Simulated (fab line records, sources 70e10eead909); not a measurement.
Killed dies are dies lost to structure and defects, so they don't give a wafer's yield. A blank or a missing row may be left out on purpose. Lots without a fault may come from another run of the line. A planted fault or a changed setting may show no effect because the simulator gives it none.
A struck lot beside a sound one | flow nand_harc | 41 steps out of a route of 1159
Sound: wafers L186.1, L186.3, L186.5. Struck: wafer L193.4. (L193.3, L193.5 of the same lot were not struck and are left out.) The cause comes at the end.
At each step with rows: each side's tool, then ch and its chambers, then its first start. Under that, the readings that differ: sound wafers | struck wafers | difference of the means | sigmas: that difference in standard deviations of wafers without a fault.
alike: readings whose means differ by less than 2 such deviations, and words and numbers that are the same on both sides. not compared: withheld readings, readings that some wafer has no value for, bounds like >300 that may hide the same value, and numbers for which the record gives no deviation and whose values overlap.
The two part at a step that has a row with sigmas, a row that says differs or no value, or rows on one side only. Numbers that don't overlap but have no deviation are shown without sigmas and don't part them. A reading that every wafer of one side lacks parts them only if that side has two wafers or more.

NHARC_A_M1_OVL_MEAS_10: pitch 240 nm.
  sound on overlay-02, day 19 14:13; struck on overlay-01, day 21 02:38
  alike: overlay_x_nm, overlay_y_nm
NHARC_A_M1_INSPECT_11:
  sound on defect_inspect-01, day 19 14:15; struck on defect_inspect-02, day 21 02:40
  alike: raw_defect_count
then, 1 step without rows for these wafers: NHARC_A_M1_DESCUM_14 (chemistry O2, time 3 s).
NHARC_A_M1_ETCH_35: etches the open film in N2/H2, target depth 40 nm, overetch 12 nm, time 43.94 s.
  sound on rie_diel-07 ch 0,2,3, day 19 14:24; struck on rie_diel-07 ch 1, day 21 02:49
  alike: drypump_motor_current_A, h2_flow_sccm, oes_product_au, rf_vpp_V, showerhead_plenum_p_Torr, throttle_valve_pct
  not compared: rf_hours_counter_h
then, 1 step without rows for these wafers: NHARC_A_M1_ETCH_15 (etches the open film in C4F8/Ar, target depth 182.5 nm, time 91.2 s).
NHARC_A_M1_CD_MEAS_16:
  sound on cd_sem-02, day 19 14:37; struck on cd_sem-02, day 21 03:02
  alike: cd_nm
NHARC_A_M1_STRIP_18: strips in N2/H2.
  sound on rie_diel-07 ch 0,1, day 19 14:43; struck on rie_diel-11 ch 3, day 21 03:07
  alike: drypump_motor_current_A, h2_flow_sccm, oes_product_au, rf_vpp_V, showerhead_plenum_p_Torr, throttle_valve_pct
  not compared: rf_hours_counter_h
then, 4 steps without rows for these wafers: NHARC_A_M1_ETCH_28 (etches the open film in CF4/N2, target depth 30 nm, time 72.99 s); NHARC_A_M1_STRIP_19 (strips in post etch residue remover, time 600 s); NHARC_A_M1_DEGAS_29 (time 60 s); NHARC_A_M1_PRE_CLEAN_30 (time 30 s).
NHARC_A_M1_PVD_20: deposits TaN, target thk 5 nm, time 8.06 s.
  sound on pvd_sputter-02; struck on pvd_sputter-03
  alike: chamber_pressure_pa, substrate_temp_c, throttle_valve_pct
NHARC_A_M1_PVD_21: deposits Cu, target thk 30 nm, time 20.49 s.
  sound on pvd_sputter-02, day 19 15:35; struck on pvd_sputter-03, day 21 04:00
  alike: chamber_pressure_pa, substrate_temp_c, throttle_valve_pct
then, 1 step without rows for these wafers: NHARC_A_M1_ECD_22 (material Cu, target thk 400 nm).
NHARC_A_M1_ANNEAL_31: time 90 s.
  sound on rtp_anneal-01 ch 0, day 19 16:07; struck on rtp_anneal-01 ch 0, day 21 04:37
  alike: wafer_temp_C_max
then, 2 steps without rows for these wafers: NHARC_A_M1_CMP_23 (polishes, t overpolish 20 s, target thk 154.34 nm); NHARC_A_M1_SRD_25.
NHARC_A_M1_INSPECT_27:
  sound on defect_inspect-02, day 19 16:56; struck on defect_inspect-01, day 21 05:19
  alike: raw_defect_count
then, 1 step without rows for these wafers: NHARC_A_M1_PRE_CLEAN_32 (time 12 s).
NHARC_A_M1_DEP_33: deposits SiCN, target thk 30 nm.
  sound on pecvd-02 ch 0,2, day 19 17:07; struck on pecvd-04 ch 0, day 21 05:31
  alike: heater_power_w
then, 2 steps without rows for these wafers: NHARC_A_BONDPAD_DEP_00 (deposits SiCN, target thk 250 nm); NHARC_A_BONDPAD_CMP_29 (polishes SiCN, target thk 200 nm).
NHARC_A_BONDPAD_THK_MEAS_30: measures by ellipsometry.
  the record has rows for the sound wafers here (film_metro-02, day 19 18:19) and none for the struck ones
then, 10 steps without rows for these wafers: NHARC_A_BONDPAD_SRD_31; NHARC_A_BONDPAD_DEHYDRATE_01 (time 120 s); NHARC_A_BONDPAD_HMDS_02 (time 30 s); NHARC_A_BONDPAD_COAT_33 (time 65 s); NHARC_A_BONDPAD_COAT_03 (resist thk 600 nm); NHARC_A_BONDPAD_SOFTBAKE_04 (time 70 s); NHARC_A_BONDPAD_EBR_05; NHARC_A_BONDPAD_EXPOSE_06 (exposes mask A BPAD); NHARC_A_BONDPAD_PEB_07 (peb time 80 s); NHARC_A_BONDPAD_DEVELOP_08 (time 50 s).
NHARC_A_BONDPAD_CD_MEAS_09: target cd 500 nm.
  the record has rows for the sound wafers here (cd_sem-01 ch 0, day 19 18:45) and none for the struck ones
NHARC_A_BONDPAD_OVL_MEAS_35:
  the record has rows for the sound wafers here (overlay-02, day 19 18:50) and none for the struck ones
then, 4 steps without rows for these wafers: NHARC_A_BONDPAD_HARDBAKE_10 (time 65 s); NHARC_A_BONDPAD_DESCUM_11 (chemistry O2, time 3 s); NHARC_A_BONDPAD_ETCH_34 (etches the open film in N2/H2, target depth 60 nm, overetch 18 nm, time 65.91 s); NHARC_A_BONDPAD_ETCH_12 (etches the open film in CHF3/O2, target depth 220 nm, time 110 s).
NHARC_A_BONDPAD_CD_MEAS_13:
  the record has rows for the sound wafers here (cd_sem-02, day 19 19:17) and none for the struck ones
-- the record jumps here: 3 days lie between the struck wafers' starts before and after (it left off in module A_BONDPAD and takes up again in module END, whose first step shown is number 1159 of the route) --
NHARC_END_SORT_01:
  the record has rows for the struck wafers here (prober-01 ch 0, day 24 10:22) and none for the sound ones

WHERE THEY PART
First at NHARC_A_BONDPAD_THK_MEAS_30; last, within this record, at NHARC_END_SORT_01.

WHY: what the simulator had put in
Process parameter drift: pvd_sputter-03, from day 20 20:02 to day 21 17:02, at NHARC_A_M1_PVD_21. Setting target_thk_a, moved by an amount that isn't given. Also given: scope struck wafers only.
